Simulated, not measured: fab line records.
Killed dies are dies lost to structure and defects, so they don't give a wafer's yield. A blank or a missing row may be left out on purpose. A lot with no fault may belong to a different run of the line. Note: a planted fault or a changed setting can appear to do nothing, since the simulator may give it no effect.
Which of the tools did it?	flow nandHarc	24 lots, 72 wafers sampled, at 6 steps of a route of 1159

== WHAT THE GAUGES READ, wafer by wafer ==
The record holds no reading of a measuring or inspecting step that can be judged against a usual standard deviation.

== TOOL THAT RAN EACH LOT (tool first, then ch and the chambers of the sampled wafers, then the start) ==
lot	NHARC_P_GATE_ETCH_104	NHARC_P_GATE_STRIP_113	NHARC_P_CONTACT_ETCH_36	NHARC_P_CONTACT_DEGAS_38	NHARC_P_M0_ANNEAL_30	NHARC_P_M1_PRE_CLEAN_32
L074	rieDiel-05 ch 0,2,3, day 4 11:14	plasmaAsher-02 ch 0,1, day 5 03:11	rieDiel-11 ch 0,3, day 5 09:17 or earlier	pvdSputter-01, day 5 09:17	rtpAnneal-01 ch 0, day 5 15:08	pecvd-02 ch 0,2, day 5 20:06
L076	rieDiel-02 ch 1,2, day 4 21:40	plasmaAsher-01 ch 0,1, day 5 13:39	rieDiel-06 ch 0,1,2, day 5 19:41 or earlier	pvdSputter-02, day 5 19:41	rtpAnneal-01 ch 0, day 6 00:43	pecvd-04 ch 0,1,2, day 6 06:02
L075	rieDiel-02 ch 0,2, day 4 21:54	plasmaAsher-02 ch 0,1, day 5 14:23	rieDiel-11 ch 0,2,3, day 5 20:38 or earlier	pvdSputter-03, day 5 20:38	rtpAnneal-01 ch 0, day 6 01:14	pecvd-03 ch 0,1,2, day 6 06:24
L077	rieDiel-13 ch 1,2,3, day 5 13:22	plasmaAsher-02 ch 0,1, day 6 05:32	rieDiel-11 ch 0,1,2, day 6 11:55 or earlier	pvdSputter-01, day 6 11:55	rtpAnneal-02 ch 0, day 6 18:40	pecvd-04 ch 0,1,2, day 6 23:59
L078	rieDiel-02 ch 0,1,3, day 5 13:31	plasmaAsher-01 ch 0,1, day 6 05:05	rieDiel-11 ch 0,1,3, day 6 11:31 or earlier	pvdSputter-02, day 6 11:31	rtpAnneal-01 ch 0, day 6 17:59	pecvd-02 ch 0,1,2, day 6 23:44
L079	rieDiel-13 ch 2,3, day 6 01:39	plasmaAsher-02 ch 0,1, day 6 17:22	rieDiel-07 ch 0,1,3, day 6 23:22 or earlier	pvdSputter-02, day 6 23:22	rtpAnneal-02 ch 0, day 7 04:19	pecvd-03 ch 0,1, day 7 09:22
L081	rieDiel-02 ch 1,2,3, day 6 06:57	plasmaAsher-01 ch 0,1, day 6 23:10	rieDiel-11 ch 0,2,3, day 7 05:07 or earlier	pvdSputter-02, day 7 05:07	rtpAnneal-02 ch 0, day 7 09:28	pecvd-03 ch 0,1, day 7 14:59
L080	rieDiel-05 ch 0,2, day 6 07:09	plasmaAsher-02 ch 0, day 6 23:37	rieDiel-07 ch 0,1,2, day 7 05:48 or earlier	pvdSputter-03, day 7 05:48	rtpAnneal-01 ch 0, day 7 10:06	pecvd-04 ch 0,1, day 7 15:23
L083	rieDiel-02 ch 1,3, day 6 21:05	plasmaAsher-02 ch 0,1, day 7 12:51	rieDiel-07 ch 2,3, day 7 18:51 or earlier	pvdSputter-02, day 7 18:51	rtpAnneal-02 ch 0, day 8 01:55	pecvd-04 ch 0,2, day 8 07:23
L082	rieDiel-05 ch 0,3, day 6 21:06	plasmaAsher-01 ch 0,1, day 7 13:29	rieDiel-11 ch 1,2,3, day 7 19:19 or earlier	pvdSputter-03, day 7 19:19	rtpAnneal-02 ch 0, day 8 02:21	pecvd-03 ch 0,1,2, day 8 07:29
L084	rieDiel-05 ch 0,2, day 7 05:37	plasmaAsher-01 ch 0,1, day 7 22:09	rieDiel-07 ch 0,1,3, day 8 03:47 or earlier	pvdSputter-01, day 8 03:47	rtpAnneal-02 ch 0, day 8 08:11	pecvd-02 ch 0,2, day 8 13:09
L087	rieDiel-02 ch 0,2,3, day 7 21:36	plasmaAsher-02 ch 0, day 8 15:26	rieDiel-07 ch 0,1, day 8 21:19 or earlier	pvdSputter-03, day 8 21:19	rtpAnneal-02 ch 0, day 9 04:36	pecvd-02 ch 0,1, day 9 10:21
L086	rieDiel-02 ch 0,1,2, day 7 22:08	plasmaAsher-02 ch 0,1, day 8 14:43	rieDiel-07 ch 1,2,3, day 8 20:37 or earlier	pvdSputter-03, day 8 20:37	rtpAnneal-01 ch 0, day 9 04:06	pecvd-02 ch 0,1,2, day 9 09:27
L088	rieDiel-02 ch 0,2,3, day 7 22:31	plasmaAsher-01 ch 0,1, day 8 15:01	rieDiel-11 ch 1,2,3, day 8 20:58 or earlier	pvdSputter-01, day 8 20:58	rtpAnneal-02 ch 0, day 9 04:17	pecvd-03 ch 1,2, day 9 09:48
L085	rieDiel-02 ch 1,2,3, day 7 22:51	plasmaAsher-01 ch 0,1, day 8 21:22	rieDiel-07 ch 0,2, day 9 03:04 or earlier	pvdSputter-02, day 9 03:04	rtpAnneal-02 ch 0, day 9 07:23	pecvd-02 ch 0,1,2, day 9 12:27
L089	rieDiel-02 ch 0,1,3, day 8 11:01	plasmaAsher-01 ch 0,1, day 9 03:16	rieDiel-07 ch 2,3, day 9 09:15 or earlier	pvdSputter-01, day 9 09:15	rtpAnneal-01 ch 0, day 9 14:08	pecvd-03 ch 0,1,2, day 9 19:22
L090	rieDiel-13 ch 0,2,3, day 8 21:34	plasmaAsher-02 ch 0, day 9 13:31	rieDiel-07 ch 2,3, day 9 19:21 or earlier	pvdSputter-01, day 9 19:21	rtpAnneal-02 ch 0, day 10 04:41	pecvd-02 ch 0,2, day 10 09:43
L092	rieDiel-02 ch 1,3, day 8 22:27	plasmaAsher-02 ch 0,1, day 9 15:15	rieDiel-11 ch 1,2,3, day 9 20:58 or earlier	pvdSputter-03, day 9 20:58	rtpAnneal-01 ch 0, day 10 04:16	pecvd-04 ch 0,2, day 10 09:32
L091	rieDiel-05 ch 0,2, day 8 22:44	plasmaAsher-01 ch 0,1, day 9 15:11	rieDiel-07 ch 0,1, day 9 21:19 or earlier	pvdSputter-01, day 9 21:19	rtpAnneal-01 ch 0, day 10 04:52	pecvd-03 ch 0,2, day 10 09:55
L093	rieDiel-05 ch 0,1,3, day 9 10:07	plasmaAsher-01 ch 0, day 10 01:53	rieDiel-07 ch 0,1,3, day 10 07:43 or earlier	pvdSputter-01, day 10 07:43	rtpAnneal-02 ch 0, day 10 11:58	pecvd-02 ch 0,1,2, day 10 16:56
L094	rieDiel-02 ch 1,3, day 9 16:52	plasmaAsher-01 ch 0, day 10 10:29	rieDiel-11 ch 0,1, day 10 16:20 or earlier	pvdSputter-03, day 10 16:20	rtpAnneal-01 ch 0, day 10 22:20	pecvd-02 ch 0,1,2, day 11 03:20
L095	rieDiel-13 ch 0,2, day 10 02:16	plasmaAsher-02 ch 0,1, day 10 18:22	rieDiel-07 ch 1,3, day 11 00:30 or earlier	pvdSputter-01, day 11 00:30	rtpAnneal-02 ch 0, day 11 07:33	pecvd-04 ch 0,1, day 11 13:02
L097	rieDiel-02 ch 2,3, day 10 02:25	plasmaAsher-01 ch 0,1, day 10 18:04	rieDiel-06 ch 0,2,3, day 11 00:12 or earlier	pvdSputter-03, day 11 00:12	rtpAnneal-02 ch 0, day 11 06:58	pecvd-03 ch 0,1, day 11 11:58
L096	rieDiel-05 ch 0,2, day 10 02:47	plasmaAsher-01 ch 0,1, day 10 19:30	rieDiel-11 ch 2,3, day 11 01:44 or earlier	pvdSputter-02, day 11 01:44	rtpAnneal-02 ch 0, day 11 08:30	pecvd-02 ch 0,2, day 11 13:22
- NHARC_P_GATE_ETCH_104: etches the open film in CF4/CHF3, target depth 60 nm.
- NHARC_P_GATE_STRIP_113: strips in N2/H2, time 740 s.
- NHARC_P_CONTACT_ETCH_36: etches the open film in N2/H2, target depth 260 nm, time 406.25 s.
- NHARC_P_CONTACT_DEGAS_38: time 60 s.
- NHARC_P_M0_ANNEAL_30: time 90 s.
- NHARC_P_M1_PRE_CLEAN_32: time 12 s.

== AS READ BY THE TOOLS THEMSELVES (means over the sampled wafers that have a number; for cases with no such wafer, the mark the record gives instead) ==
NHARC_P_GATE_ETCH_104. Usual: drypumpMotorCurrentA 5.9 A, standard deviation 0.4; oesProductAu 0.950 a.u., standard deviation 0.021; rfVppV 370.4 V, standard deviation 2.3; showerheadPlenumPTorr 1.57 Torr, standard deviation 0.064; throttleValvePct 16.802 %, standard deviation 0.0098.
lot	tool	drypumpMotorCurrentA (A)	oesProductAu (a.u.)	rfVppV (V)	showerheadPlenumPTorr (Torr)	throttleValvePct (%)	flag
L074	rieDiel-05	6.0	0.922	369.6	1.55	16.805	
L076	rieDiel-02	5.7	0.957	371.6	1.61	16.805	
L075	rieDiel-02	5.7	0.944	371.3	1.60	16.792	
L077	rieDiel-13	5.7	0.971	370.9	1.58	16.811	
L078	rieDiel-02	6.1	0.985	371.1	1.57	16.808	
L079	rieDiel-13	5.7	0.956	371.4	1.58	16.804	
L081	rieDiel-02	5.7	0.925	371.9	1.62	16.809	
L080	rieDiel-05	6.4	0.923	369.0	1.50	16.803	
L083	rieDiel-02	5.9	0.979	372.1	1.60	16.797	
L082	rieDiel-05	5.8	0.922	370.1	1.54	16.803	
L084	rieDiel-05	6.3	0.936	368.8	1.50	16.801	
L087	rieDiel-02	5.9	0.958	371.2	1.59	16.798	
L086	rieDiel-02	5.9	0.961	371.5	1.58	16.801	
L088	rieDiel-02	5.9	0.950	372.5	1.59	16.797	
L085	rieDiel-02	5.8	0.936	372.3	1.62	16.798	
L089	rieDiel-02	6.1	0.938	369.8	1.56	16.800	
L090	rieDiel-13	5.5	0.975	369.0	1.55	16.802	
L092	rieDiel-02	6.0	0.950	371.3	1.59	16.807	
L091	rieDiel-05	6.2	0.964	368.1	1.49	16.798	
L093	rieDiel-05	5.6	0.967	369.4	1.54	16.803	
L094	rieDiel-02	5.9	0.928	371.8	1.59	16.809	
L095	rieDiel-13	5.3	0.972	368.8	1.51	16.805	
L097	rieDiel-02	5.7	0.978	372.6	1.62	16.807	
L096	rieDiel-05	6.3	0.917	368.4	1.50	16.806	

NHARC_P_GATE_STRIP_113. Usual: drypumpMotorCurrentA 5.7 A, standard deviation 0.54; heaterPowerW 89 W, standard deviation 6.1.
lot	tool	drypumpMotorCurrentA (A)	heaterPowerW (W)	flag
L074	plasmaAsher-02	6.2	91	
L076	plasmaAsher-01	5.4	89	
L075	plasmaAsher-02	5.7	91	
L077	plasmaAsher-02	5.8	89	
L078	plasmaAsher-01	5.4	86	
L079	plasmaAsher-02	6.2	91	
L081	plasmaAsher-01	5.5	84	
L080	plasmaAsher-02	5.3	90	
L083	plasmaAsher-02	6.2	91	
L082	plasmaAsher-01	5.4	83	
L084	plasmaAsher-01	5.4	90	
L087	plasmaAsher-02	5.3	91	
L086	plasmaAsher-02	5.8	89	
L088	plasmaAsher-01	5.4	86	
L085	plasmaAsher-01	5.5	85	
L089	plasmaAsher-01	5.4	89	
L090	plasmaAsher-02	5.3	93	
L092	plasmaAsher-02	5.8	89	
L091	plasmaAsher-01	5.4	89	
L093	plasmaAsher-01	5.5	80	
L094	plasmaAsher-01	5.5	79	
L095	plasmaAsher-02	5.8	89	
L097	plasmaAsher-01	5.4	89	
L096	plasmaAsher-01	5.4	90	

NHARC_P_CONTACT_ETCH_36. Usual: drypumpMotorCurrentA 5.7 A, standard deviation 0.5; oesProductAu 0.995 a.u., standard deviation 0.01; rfVppV 430.4 V, standard deviation 2.2; showerheadPlenumPTorr 2.03 Torr, standard deviation 0.077; throttleValvePct 14.170 %, standard deviation 0.0089.
lot	tool	drypumpMotorCurrentA (A)	oesProductAu (a.u.)	rfVppV (V)	showerheadPlenumPTorr (Torr)	throttleValvePct (%)	flag
L074	rieDiel-11	6.3	0.979	429.6	1.98	14.172	
L076	rieDiel-06	5.5	1.010	428.5	1.98	14.166	
L075	rieDiel-11	6.0	0.988	429.5	2.04	14.162	
L077	rieDiel-11	6.0	0.991	431.0	2.03	14.165	
L078	rieDiel-11	6.0	0.980	429.2	2.02	14.170	
L079	rieDiel-07	5.5	1.002	431.1	2.05	14.171	
L081	rieDiel-11	6.0	0.996	430.9	2.04	14.178	
L080	rieDiel-07	5.6	0.997	429.1	2.02	14.173	
L083	rieDiel-07	5.3	0.994	429.5	2.01	14.170	
L082	rieDiel-11	5.8	0.999	432.3	2.08	14.169	
L084	rieDiel-07	5.5	0.990	431.2	2.05	14.169	
L087	rieDiel-07	5.4	1.004	429.4	2.01	14.168	
L086	rieDiel-07	5.2	0.989	429.3	2.00	14.181	
L088	rieDiel-11	5.8	0.989	432.3	2.08	14.169	
L085	rieDiel-07	6.0	0.997	431.7	2.09	14.167	
L089	rieDiel-07	5.4	0.991	430.6	2.01	14.167	
L090	rieDiel-07	5.4	0.984	428.8	2.01	14.171	
L092	rieDiel-11	5.8	0.995	431.3	2.08	14.169	
L091	rieDiel-07	5.9	1.000	431.2	2.07	14.173	
L093	rieDiel-07	5.5	1.009	430.9	2.05	14.177	
L094	rieDiel-11	6.3	0.982	429.0	1.97	14.170	
L095	rieDiel-07	5.2	1.006	430.8	2.03	14.167	
L097	rieDiel-06	5.5	1.005	427.4	1.92	14.172	
L096	rieDiel-11	5.8	0.995	432.2	2.10	14.167	

NHARC_P_CONTACT_DEGAS_38. Usual: heaterPowerW reads 439 W (standard deviation 35).
lot	tool	heaterPowerW (W)	flag
L074	pvdSputter-01	465	
L076	pvdSputter-02	412	
L075	pvdSputter-03	410	
L077	pvdSputter-01	471	
L078	pvdSputter-02	395	
L079	pvdSputter-02	423	
L081	pvdSputter-02	425	
L080	pvdSputter-03	434	
L083	pvdSputter-02	405	
L082	pvdSputter-03	415	
L084	pvdSputter-01	473	
L087	pvdSputter-03	438	
L086	pvdSputter-03	442	
L088	pvdSputter-01	474	
L085	pvdSputter-02	409	
L089	pvdSputter-01	461	
L090	pvdSputter-01	458	
L092	pvdSputter-03	432	
L091	pvdSputter-01	476	
L093	pvdSputter-01	453	
L094	pvdSputter-03	406	
L095	pvdSputter-01	452	
L097	pvdSputter-03	430	
L096	pvdSputter-02	421	

NHARC_P_M0_ANNEAL_30. Usual: wafer_temp_C_max reads 226.0 (standard deviation 0.5).
lot	tool	wafer_temp_C_max	flag
L074	rtpAnneal-01	226.4	
L076	rtpAnneal-01	226.6	
L075	rtpAnneal-01	226.7	
L077	rtpAnneal-02	225.7	
L078	rtpAnneal-01	226.5	
L079	rtpAnneal-02	225.7	
L081	rtpAnneal-02	225.8	
L080	rtpAnneal-01	226.5	
L083	rtpAnneal-02	225.7	
L082	rtpAnneal-02	225.4	
L084	rtpAnneal-02	225.5	
L087	rtpAnneal-02	225.5	
L086	rtpAnneal-01	226.6	
L088	rtpAnneal-02	225.6	
L085	rtpAnneal-02	225.9	
L089	rtpAnneal-01	226.6	
L090	rtpAnneal-02	225.5	
L092	rtpAnneal-01	226.7	
L091	rtpAnneal-01	226.6	
L093	rtpAnneal-02	225.7	
L094	rtpAnneal-01	226.5	
L095	rtpAnneal-02	225.7	
L097	rtpAnneal-02	225.4	
L096	rtpAnneal-02	225.5	

NHARC_P_M1_PRE_CLEAN_32. Usual: heaterPowerW reads 639 W (standard deviation 74).
lot	tool	heaterPowerW (W)	flag
L074	pecvd-02	673	
L076	pecvd-04	661	
L075	pecvd-03	626	
L077	pecvd-04	715	
L078	pecvd-02	629	
L079	pecvd-03	682	
L081	pecvd-03	669	
L080	pecvd-04	722	
L083	pecvd-04	664	
L082	pecvd-03	630	
L084	pecvd-02	612	
L087	pecvd-02	519	
L086	pecvd-02	615	
L088	pecvd-03	641	
L085	pecvd-02	570	
L089	pecvd-03	634	
L090	pecvd-02	551	
L092	pecvd-04	701	
L091	pecvd-03	598	
L093	pecvd-02	593	
L094	pecvd-02	594	
L095	pecvd-04	744	
L097	pecvd-03	679	
L096	pecvd-02	632	

== THE ANSWER, worked out from the rows above alone ==
Rule: a lot is off if the mean of its wafers that have a number lies more than 3 standard deviations from the usual mean. A lot without any number at a reading at which 4 lots or more have one is off too. All remaining lots with rows at the step are treated as sound. Order of review: gauges by route order, followed by the tools' own readings, for which a lot's mean as printed above is used. At the first step where some lot is off, the reading lying furthest off is the one used; lots without a number count as furthest.
None of the lots is off at any reading shown; this tells nothing.

== WHAT HAD BEEN PUT IN BY THE SIMULATOR ==
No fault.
